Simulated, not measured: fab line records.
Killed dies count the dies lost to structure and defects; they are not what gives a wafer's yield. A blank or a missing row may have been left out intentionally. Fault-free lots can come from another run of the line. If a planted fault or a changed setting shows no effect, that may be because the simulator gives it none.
A struck lot beside a sound one | flow n5-finfet | 16 steps out of a route of 1938
Sound: the wafers L190.1, L190.3, L190.6. Struck: wafer L200.1 (L200.4, L200.6, from the same lot, were not struck and are left out); the cause is given at the end.
For every step that has rows: the tool of each side, followed by ch and its chambers, followed by its first start. Under that, the readings that differ: sound wafers | struck wafers | difference of the means | sigmas: that difference in standard deviations of wafers without a fault.
alike: readings with means less than 2 such deviations apart, plus words and numbers identical on both sides. not compared: withheld readings, readings lacking a value on some wafer, bounds such as >300 that could conceal the same value, and numbers that have no deviation in the record and whose values overlap.
A row with sigmas, a row that says differs or no value, or rows on one side alone: a step with any of these is where the two part. Numbers that don't overlap but have no deviation are shown without sigmas and don't part them. A reading that every wafer of one side lacks parts them only if that side has two wafers or more.

first, 4 steps without rows for these wafers: N5_SD_EPI_N_SOFTBAKE_04 (time 60 s); N5_SD_EPI_N_EXPOSE_06 (exposes mask SD N BLK, target cd 120 nm); N5_SD_EPI_N_PEB_07 (peb time 60 s); N5_SD_EPI_N_DEVELOP_08 (develop time 30 s).
N5_SD_EPI_N_CD_MEAS_09: target cd 120 nm.
  sound on cd-sem-02 ch 0, day 6 03:51; struck on cd-sem-03 ch 0, day 8 06:20
  alike: cd-nm
N5_SD_EPI_N_OVL_MEAS_10:
  sound on overlay-02 ch 0, day 6 03:53; struck on overlay-01 ch 0, day 8 06:22
  alike: SD_N_BLK_OVL
N5_SD_EPI_N_INSPECT_11: inspects for defects (macro).
  sound: defect-inspect-02 at day 6 03:55; struck: defect-inspect-02 at day 8 06:23
  alike: raw-defect-count
N5_SD_EPI_N_DESCUM_14: chemistry O2, time 7.9 s.
  sound on rie-diel-02 ch 0,2,3, day 6 03:56; struck on rie-diel-06 ch 1, day 8 06:25
  alike: drypump-motor-current-A, oes-product-au, rf-fwd-power-W, rf-vpp-V, showerhead-plenum-p-Torr, throttle-valve-pct
  not compared: rf-hours-counter-h
N5_SD_EPI_N_ETCH_34: etches SiARC in CF4, target depth 45.5 nm, time 75.8 s.
  sound on rie-diel-02 ch 0,2,3, day 6 03:58; struck on rie-diel-06 ch 1, day 8 06:27
  alike: drypump-motor-current-A, etch-rf-on-time-s, oes-product-au, rf-fwd-power-W, rf-vpp-V, showerhead-plenum-p-Torr, throttle-valve-pct
  not compared: rf-hours-counter-h
N5_SD_EPI_N_ETCH_35: etches SOC in N2/H2, overetch 108 nm, time 486 s.
  sound on rie-diel-02 ch 0,2,3, day 6 04:02; struck on rie-diel-06 ch 1, day 8 06:31
  alike: drypump-motor-current-A, oes-product-au, rf-fwd-power-W, rf-vpp-V, showerhead-plenum-p-Torr, throttle-valve-pct
  not compared: rf-hours-counter-h
then, 1 step without rows for these wafers: N5_SD_EPI_N_STRIP_36 (strips in N2/H2).
N5_SD_EPI_N_ETCHBACK_44: etches SiNx in CH3F/O2, stops on SiO2, target depth 14.5 nm.
  sound on rie-diel-02 ch 0,2,3, day 6 04:22; struck on rie-diel-06 ch 1, day 8 06:50
  alike: CH3F_flow_sccm, drypump-motor-current-A, oes-product-au, rf-fwd-power-W, rf-vpp-V, showerhead-plenum-p-Torr, throttle-valve-pct
  not compared: rf-hours-counter-h
N5_SD_EPI_N_ETCH_45: etches SiOCN in CH3F/O2, target depth 6 nm.
  sound on rie-diel-02 ch 0,2,3, day 6 04:28; struck on rie-diel-06 ch 1, day 8 06:56
  reading                  | sound             | struck | difference | sigmas
  oes-product-au (a.u.)    | 0.88 0.77 0.74    | 0.64   | -0.16      | -3
  model.etch.depth-nm (nm) | 5.987 5.906 5.907 | 5.164  | -0.769     |
  alike: CH3F_flow_sccm, drypump-motor-current-A, rf-fwd-power-W, rf-vpp-V, showerhead-plenum-p-Torr, throttle-valve-pct
  not compared: rf-hours-counter-h
N5_SD_EPI_N_ETCH_16: etches SiO2 in CHF3/O2, target depth 5 nm.
  sound on rie-diel-02 ch 0,2,3, day 6 04:34; struck on rie-diel-06 ch 1, day 8 07:02
  alike: drypump-motor-current-A, oes-product-au, rf-fwd-power-W, rf-vpp-V, showerhead-plenum-p-Torr, throttle-valve-pct
  not compared: rf-hours-counter-h
-- record jumps: 5 days separate the struck wafers' starts on either side; left off in module SD_EPI_N, taken up again in module BEOL_M4, whose first shown step is the route's number 1111 --
N5_BEOL_M4_RC_MEAS_101:
  sound on prober-01 ch 0, day 10 20:20; struck on prober-02 ch 0, day 13 00:50
  alike: DIBL_N, DIBL_P, IOFF_N, IOFF_P, ION_N, ION_P, SS_N, SS_P, VT_N, VT_P
after that, 1 step had no rows for these wafers: N5_PASSIVATION_PROBE_49.

## WHERE THEY PART
Only at N5_SD_EPI_N_ETCH_45, within this record. Later steps at which nothing parts them and some readings are alike: N5_SD_EPI_N_ETCH_16, N5_BEOL_M4_RC_MEAS_101.

WHY: what had been put in by the simulator
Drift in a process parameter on rie-diel-06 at N5_SD_EPI_N_ETCH_45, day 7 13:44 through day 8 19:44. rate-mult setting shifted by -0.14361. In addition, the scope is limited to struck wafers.
